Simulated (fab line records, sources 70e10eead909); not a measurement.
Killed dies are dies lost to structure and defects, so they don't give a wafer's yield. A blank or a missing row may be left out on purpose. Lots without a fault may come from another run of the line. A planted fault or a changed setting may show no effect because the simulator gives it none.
Chamber matching | flow nand_harc | NHARC_A_M1_DESCUM_14 on rie_diel-03: 4 sister chambers
The step chemistry O2, time 3 s. 16 wafers are shown with their chamber, then 8 later ones without.

WAFERS WITH THEIR CHAMBER
wafer  | chamber | drypump_motor_current_A (A) | rf_vpp_V (V) | throttle_valve_pct (%)
L252.3 | 1       | 5.1                         | 59.9         | 11.304
L252.5 | 0       | 6.1                         | 59.0         | 11.316
L252.6 | 3       | 5.9                         | 56.5         | 11.314
L254.1 | 3       | 5.9                         | 56.2         | 11.313
L254.3 | 2       | 5.1                         | 56.9         | 11.300
L254.6 | 2       | 5.1                         | 57.6         | 11.323
L255.1 | 1       | 5.1                         | 57.9         | 11.305
L255.5 | 2       | 5.1                         | 57.7         | 11.304
L255.6 | 1       | 5.1                         | 58.9         | 11.313
L268.3 | 1       | 5.1                         | 57.8         | 11.301
L268.5 | 0       | 6.2                         | 56.7         | 11.308
L268.6 | 1       | 5.1                         | 57.9         | 11.307
L272.1 | 2       | 5.1                         | 58.6         | 11.321
L272.3 | 0       | 6.1                         | 57.9         | 11.304
L272.5 | 0       | 6.1                         | 58.0         | 11.329
L273.2 | 0       | 6.2                         | 58.8         | 11.318

SIGNATURES (means of the wafers above)
reading                 | chamber 0 | chamber 1 | chamber 2 | chamber 3 | scatter within a chamber
drypump_motor_current_A | 6.140     | 5.100     | 5.100     | 5.900     | 0.0316
rf_vpp_V                | 58.080    | 58.480    | 57.700    | 56.350    | 0.824
throttle_valve_pct      | 11.31500  | 11.30600  | 11.31200  | 11.31350  | 0.0085
Rule: a wafer's distance from a chamber is the root of the sum, over the readings, of the square of ((its reading less the chamber's mean) divided by the reading's scatter). The wafer belongs to the nearest chamber; if the next one is less than 2 further off, it can't be placed. The scatter: the root of (the sum of the squares of (reading less its chamber's mean) over the shown wafers, divided by (wafers less chambers)).

WAFERS WITHOUT THEIR CHAMBER
wafer  | drypump_motor_current_A (A) | rf_vpp_V (V) | throttle_valve_pct (%)
L273.4 | 5.1                         | 57.0         | 11.310
L273.5 | 6.2                         | 57.8         | 11.310
L274.1 | 6.1                         | 57.4         | 11.321
L274.4 | 5.1                         | 57.6         | 11.304
L274.5 | 5.9                         | 57.9         | 11.315
L275.2 | 5.9                         | 57.2         | 11.296
L275.3 | 6.2                         | 57.3         | 11.328
L275.6 | 6.2                         | 58.2         | 11.306

WHICH CHAMBER EACH WENT THROUGH
wafer  | from the rows above     | in truth
L273.4 | can't be placed: 2 or 1 | 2
L273.5 | 0                       | 0
L274.1 | 0                       | 0
L274.4 | can't be placed: 2 or 1 | 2
L274.5 | 3                       | 3
L275.2 | 3                       | 3
L275.3 | 0                       | 0
L275.6 | 0                       | 0
Placed correctly: 6 of 8. Can't be placed from these rows: 2 (the true chamber is among the candidates in 2). Placed wrongly: 0.
